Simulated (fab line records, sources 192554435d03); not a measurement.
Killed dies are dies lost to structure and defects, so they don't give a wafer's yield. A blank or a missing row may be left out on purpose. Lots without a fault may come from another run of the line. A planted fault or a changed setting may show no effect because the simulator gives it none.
Problem report in the 8D (eight disciplines) form, filled by code | flow n5_finfet | the parts of the form that need people (team, actions taken, sign-off) are left out

1. THE PROBLEM
RS_SD_N at N5_SD_ACTIVATION_RS_MEAS_03 reads a mean of 23.7 ohm/sq on 9 wafers of 3 lots; wafers without a fault read 22.0 ohm/sq with a standard deviation of 0.33. That is +5.1 standard deviations from the usual mean.
The step: measures by four-point-probe.
First seen on wafer L762.1, day 7 15:23, on film_metro-02. The record holds 29 wafers of 10 lots with a number at this step. Rule for "out", or "out of limits": more than 4 standard deviations from the usual mean. The other wafers with a number count as sound.

2. WHAT IT IS AND WHAT IT IS NOT
question                    | is                           | is not
which readings at this step | RS_SD_N                      | -
which lots                  | L762, L763, L766             | L746, L749, L751, L755, L757, L758, L759
which wafers of those lots  | all that have a number       | -
read on which gauges        | film_metro-01, film_metro-02 | -
when                        | from day 7 15:23             | up to then (20 sound wafers)

3. SUSPECTS, AND WHAT RULES EACH OUT
Counting: a tool at a process step up to the reading stays a suspect if it ran every lot that is out and no sound lot after the first of them.
- the gauge at N5_SD_ACTIVATION_RS_MEAS_03: ruled out. The wafers that are out were read on 2 gauges (film_metro-01, film_metro-02).
- laser_anneal-01 at N5_SD_ACTIVATION_LSA_01 (time 0.0008 s): kept. It ran every lot that is out, first L762 (day 7 15:10), and no sound lot after that; its last sound lot up to then is L759 (day 6 22:49). Its own readings are out on those wafers: wafer_temp_C_max.
Left after counting: laser_anneal-01 at N5_SD_ACTIVATION_LSA_01.

4. THE CAUSE (what the simulator had put in)
Process parameter drift: laser_anneal-01, from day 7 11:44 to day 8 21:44, at N5_SD_ACTIVATION_LSA_01. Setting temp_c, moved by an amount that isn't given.
Counting left only this tool.

5. THE CHAIN OF EFFECTS, in route order
Each row: a reading whose mean over the struck wafers that have a number lies more than 3 standard deviations from the usual. Only readings for which the record gives a usual standard deviation are gone through. hours: the time from each lot's start at the first step in this table that gives one to its start at this step, as a median over the lots. sigmas: the change in usual standard deviations.
hours | step                        | reading          | usual       | on struck wafers | change | sigmas
0     | N5_SD_ACTIVATION_LSA_01     | wafer_temp_C_max | 1086.8      | 1072.5           | -14.3  | -7.2
0     | N5_SD_ACTIVATION_RS_MEAS_03 | RS_SD_N          | 22.0 ohm/sq | 23.7             | +1.7   | +5.1
96    | N5_BEOL_M4_RC_MEAS_101      | RS_SD_N          | 28.5 ohm/sq | 30.5             | +2.0   | +5.0
The process steps in it:
- N5_SD_ACTIVATION_LSA_01: time 0.0008 s.

6. WHAT WOULD HAVE CAUGHT IT SOONER
In this record the first reading out of limits at a measuring or inspecting step was taken at day 7 15:23, 4 hours after the fault began at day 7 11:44.
The tool's own readings at N5_SD_ACTIVATION_LSA_01 were out on every struck wafer that the step has a row for (wafer_temp_C_max): an alarm limit on them would have fired on the first of those.
Of the lots that are out (3), L763, L766 began N5_SD_ACTIVATION_LSA_01 on laser_anneal-01 after day 7 15:23. A hold on the tool at that time would have spared those 2.
